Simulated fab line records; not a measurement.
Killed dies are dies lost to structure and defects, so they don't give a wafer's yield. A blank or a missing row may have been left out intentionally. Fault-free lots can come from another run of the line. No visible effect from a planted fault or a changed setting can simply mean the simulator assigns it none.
Which tool is to blame?    flow n5 finfet    11 lots with 29 wafers sampled at 5 steps, on a route of 1938 steps

WHAT THE GAUGES READ, wafer by wafer
N5_BEOL_M4_RC_MEAS_101.
lot   measured      on         DIBL_N (mV/V)
L828  day 7 22:11   prober-01  35.7 38.0 37.1
L831  day 9 07:46   prober-01  33.9 34.9 34.1
L835  day 9 23:46   prober-02  34.6 36.3
L833  day 10 03:01  prober-02  36.8 37.5
L837  day 10 23:31  prober-01  37.8 37.7 37.9
L838  day 11 00:23  prober-02  36.5 35.9
L840  day 11 04:14  prober-02  34.0 33.8
L841  day 11 06:28  prober-01  35.0 35.6 35.9
L842  day 11 21:38  prober-02  35.2 38.9 35.4
L844  day 12 20:54  prober-01  34.6 36.3 35.0
L847  day 13 01:29  prober-01  34.0 33.5 34.8

TOOL THAT RAN EACH LOT (tool first, then ch and the chambers of the sampled wafers, then the start)
lot   N5_BEOL_M1_ALD_84                    N5_BEOL_M1_SURFACE_TREAT_85   N5_BEOL_M1_SPUTTER_90         N5_BEOL_M1_ANNEAL_51
L828  ald metal-03 ch 1,2,3, day 6 14:37   pvd sputter-01, day 6 14:51   pvd sputter-01, day 6 16:14   rtp anneal-01 ch 0, day 6 17:06
L831  ald metal-04 ch 2,3, day 7 09:17     pvd sputter-02, day 7 09:31   pvd sputter-01, day 7 10:50   rtp anneal-01 ch 0, day 7 11:44
L835  ald metal-02 ch 0,1, day 8 03:32     pvd sputter-03, day 8 03:46   pvd sputter-02, day 8 05:18   rtp anneal-01 ch 0, day 8 06:12
L833  ald metal-02 ch 0,1, day 8 04:04     pvd sputter-01, day 8 04:14   pvd sputter-02, day 8 07:11   rtp anneal-01 ch 0, day 8 08:11
L837  ald metal-04 ch 0,1, day 9 01:08     pvd sputter-02, day 9 01:23   pvd sputter-03, day 9 02:42   rtp anneal-02 ch 0, day 9 03:38
L838  ald metal-04 ch 1, day 9 02:02       pvd sputter-03, day 9 03:26   pvd sputter-01, day 9 04:47   rtp anneal-02 ch 0, day 9 05:55
L840  ald metal-03 ch 1,3, day 9 13:26     pvd sputter-02, day 9 13:43   pvd sputter-02, day 9 15:16   rtp anneal-02 ch 0, day 9 16:07
L841  ald metal-04 ch 0,2,3, day 9 19:19   pvd sputter-02, day 9 19:34   pvd sputter-02, day 9 20:55   rtp anneal-02 ch 0, day 9 21:49
L842  ald metal-04 ch 0,1,3, day 9 22:55   pvd sputter-01, day 9 23:10   pvd sputter-02, day 10 00:42  rtp anneal-02 ch 0, day 10 01:34
L844  ald metal-04 ch 0,1,2, day 10 17:58  pvd sputter-03, day 10 18:13  pvd sputter-03, day 10 19:47  rtp anneal-02 ch 0, day 10 20:55
L847  ald metal-03 ch 0,3, day 11 12:25    pvd sputter-02, day 11 12:47  pvd sputter-02, day 11 14:15  rtp anneal-02 ch 0, day 11 15:11
- N5_BEOL_M1_ALD_84: deposits TaN, pulse time 2 s, purge time 3 s, co reactant purge time 2 s.
- N5_BEOL_M1_SURFACE_TREAT_85
- N5_BEOL_M1_SPUTTER_90: material Cu, target thk 4.5 nm, time 8.29 s.
- N5_BEOL_M1_ANNEAL_51: time 90 s.

THE ANSWER, worked out from the rows above alone
Rule: the lots themselves supply what counts as usual. Put in order of their means at a reading, lots are off if they are a third of the lots or fewer, leave a main group of 4 or more, and stand apart from it by a gap of 3 or more times the standard deviation of the main group's means; of several such gaps the widest counts. The tables above print the reading to a certain number of digits; a main group whose means all agree to those digits is not used. A lot without any number at a reading at which 4 lots or more have one is off too. All remaining lots with rows at the step are treated as sound.
No lot is off at any reading shown: from this, nothing can be told.

WHAT HAD BEEN PUT IN BY THE SIMULATOR
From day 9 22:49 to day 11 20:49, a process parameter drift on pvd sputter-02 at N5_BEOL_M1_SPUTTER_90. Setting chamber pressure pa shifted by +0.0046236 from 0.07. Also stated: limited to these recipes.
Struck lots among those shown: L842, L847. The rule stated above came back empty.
